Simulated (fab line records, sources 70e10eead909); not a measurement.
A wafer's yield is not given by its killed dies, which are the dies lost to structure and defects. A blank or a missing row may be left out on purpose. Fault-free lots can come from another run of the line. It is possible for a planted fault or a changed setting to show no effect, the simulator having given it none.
A struck lot beside a sound one / flow nand harc / 24 steps out of a route of 1302
Sound: wafers L633.4, L633.5, L633.6. Struck: wafer L646.5 (L646.2, L646.6, from the same lot, were not struck and are left out); the cause is given at the end.
Per side, at each step with rows, come the tool, then ch with its chambers, and then its first start. Under that, the readings that differ: sound wafers / struck wafers / difference of the means / sigmas: that difference in standard deviations of wafers without a fault.
alike: same words and numbers on both sides, and readings whose means sit less than 2 such deviations apart. not compared: any withheld reading, any reading some wafer has no value for, any bound like >300 that may hide the same value, and any number with overlapping values for which the record gives no deviation.
Wherever a step has rows on one side only, a row that says differs or no value, or a row with sigmas, the two part there. When numbers do not overlap yet have no deviation, they are printed without sigmas and do not part them. A reading that every wafer of one side lacks parts them only if that side has two wafers or more.

NHARC_P_M1_INSPECT_27:
  struck on defect inspect-01, day 12 18:50; sound on defect inspect-01, day 7 04:25
  alike: raw defect count
NHARC_P_M1_PRE_CLEAN_32: time 12 s.
  sound on pecvd-03 ch 0,1,2, day 7 04:31; struck on pecvd-04 ch 2, day 12 18:54
  alike: heater power w
NHARC_P_M1_DEP_33: deposits SiCN, target thk 30 nm.
  sound on pecvd-03 ch 0,1,2, day 7 04:41; struck on pecvd-04 ch 2, day 12 18:59
  alike: heater power w
then, 8 steps without rows for these wafers: NHARC_P_M2_DEP_00 (deposits SiOC, target thk 182.5 nm); NHARC_P_M2_DEHYDRATE_01 (time 120 s); NHARC_P_M2_HMDS_02 (time 30 s); NHARC_P_M2_COAT_34 (time 65 s); NHARC_P_M2_COAT_03 (resist thk 90 nm); NHARC_P_M2_SOFTBAKE_04 (time 55 s); NHARC_P_M2_EBR_05; NHARC_P_M2_EXPOSE_06 (exposes mask P M2, target cd 170 nm).
NHARC_P_M2_PEB_07: peb time 65 s.
  sound on litho track-04 ch 0, day 7 05:36; struck on litho track-06 ch 0, day 12 20:09
  alike: exhaust pa
then, 1 step without rows for these wafers: NHARC_P_M2_DEVELOP_08 (develop time 35 s).
NHARC_P_M2_CD_MEAS_09: target cd 170 nm.
  sound on cd sem-03 ch 0, day 7 05:41; struck on cd sem-01 ch 0, day 12 20:14
reading=cd nm (nm); sound=170.3 169.6 170.3; struck=175.1; difference=+5.0; sigmas=+10
NHARC_P_M2_OVL_MEAS_10: pitch 340 nm.
  struck on overlay-01, day 12 20:19; sound on overlay-02, day 7 05:46
  alike: overlay x nm, overlay y nm
NHARC_P_M2_INSPECT_11:
  struck on defect inspect-02, day 12 20:21; sound on defect inspect-01, day 7 05:48
  alike: raw defect count
NHARC_P_M2_DESCUM_14: chemistry O2, time 3 s.
  sound on rie diel-08 ch 1,2, day 7 05:52; struck on rie diel-07 ch 2, day 12 20:26
reading=oes product au (a.u.); sound=0.996 0.996 0.997; struck=1.012; difference=+0.016; sigmas=+2
reading=model.P_M2.cd nm (nm); sound=170.3 169.9 169.9; struck=175.2; difference=+5.2; sigmas=
  alike: drypump motor current A, rf vpp V, showerhead plenum p Torr, throttle valve pct
  not compared: rf hours counter h
NHARC_P_M2_ETCH_35: etches the open film in N2/H2, target depth 40 nm, overetch 12 nm, time 43.94 s.
  sound on rie diel-08 ch 0,1,2, day 7 05:58; struck on rie diel-07 ch 0, day 12 20:33
  alike: drypump motor current A, oes product au, rf vpp V, showerhead plenum p Torr, throttle valve pct
  not compared: rf hours counter h
NHARC_P_M2_ETCH_15: etches the open film in C4F8/Ar, target depth 182.5 nm, time 91.2 s.
  sound on rie diel-08 ch 0,1,2; struck on rie diel-07 ch 2, day 12 20:41
  alike: oes product au, rf vpp V
  not compared: rf hours counter h
NHARC_P_M2_CD_MEAS_16:
  struck on cd sem-03, day 12 20:52; sound on cd sem-03, day 7 06:10
reading=cd nm (nm); sound=170.1 169.5 169.6; struck=175.2; difference=+5.5; sigmas=+10
NHARC_P_M2_STRIP_18: strips in N2/H2.
  sound on rie diel-08 ch 0,1,2, day 7 06:17; struck on rie diel-07 ch 0, day 12 20:56
  alike: drypump motor current A, oes product au, rf vpp V, showerhead plenum p Torr, throttle valve pct
  not compared: rf hours counter h
NHARC_P_M2_ETCH_28: etches the open film in CF4/N2, target depth 30 nm, time 72.99 s.
  sound on rie diel-08 ch 1,2,3; struck on rie diel-07 ch 2, day 12 21:24
reading=oes product au (a.u.); sound=0.997 0.999 0.984; struck=1.008; difference=+0.015; sigmas=+2
reading=model.P_M2.cd nm (nm); sound=169.8 169.8 169; struck=174.6; difference=+5.1; sigmas=
  alike: drypump motor current A, rf vpp V, showerhead plenum p Torr, throttle valve pct
  not compared: rf hours counter h
then, 2 steps without rows for these wafers: NHARC_P_M2_STRIP_19 (strips in post etch residue remover, time 600 s); NHARC_END_SORT_01.

## WHERE THEY PART
First at NHARC_P_M2_CD_MEAS_09; last, within this record, at NHARC_P_M2_ETCH_28.

WHY: what had been put in by the simulator
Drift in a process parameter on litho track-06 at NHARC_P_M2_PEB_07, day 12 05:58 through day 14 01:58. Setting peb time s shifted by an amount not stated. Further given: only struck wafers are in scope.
